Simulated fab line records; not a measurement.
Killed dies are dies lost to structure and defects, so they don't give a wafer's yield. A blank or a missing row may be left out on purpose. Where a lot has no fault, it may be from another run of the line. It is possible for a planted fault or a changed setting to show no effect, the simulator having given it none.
Matching of chambers ; flow n5-finfet ; ald-sin-02 running N5_STI_FIN_REVEAL_ALD_14: 4 sister chambers
The step deposits Si3N4, target thk 3 nm. 4 wafers are shown with their chamber, then 7 later ones without.

EACH WAFER AND ITS CHAMBER
wafer;chamber;heater-power-w (W)
L085.1;3;771
L090.1;0;780
L090.3;1;776
L091.5;2;915

WAFERS WHOSE CHAMBER IS MISSING
wafer;heater-power-w (W)
L091.6;744
L095.1;780
L095.4;935
L095.6;926
L097.2;759
L097.5;797
L097.6;794

EACH ONE'S CHAMBER
wafer;from the rows above;in truth
L091.6;can't be placed: 3 or 1 or 0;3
L095.1;can't be placed: 0 or 1 or 3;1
L095.4;2;2
L095.6;2;2
L097.2;can't be placed: 3 or 1 or 0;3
L097.5;can't be placed: 0 or 1 or 3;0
L097.6;can't be placed: 0 or 1 or 3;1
Correctly placed: 2 of 7. These rows do not allow placing 5 (true chamber among the candidates in 5). Wrongly placed: 0.
How it was worked out, from the rows above alone: a wafer's distance from a chamber is the root of the sum, over the readings, of the square of ((its reading less the chamber's mean) divided by the reading's scatter). The wafer belongs to the nearest chamber; if the next one is less than 2 further off, it can't be placed. Each chamber's mean is taken over the wafers shown for it. The scatter (one wafer shown for each chamber): square how far every hidden wafer sits from the nearest shown wafer, average those squares and take the square root.
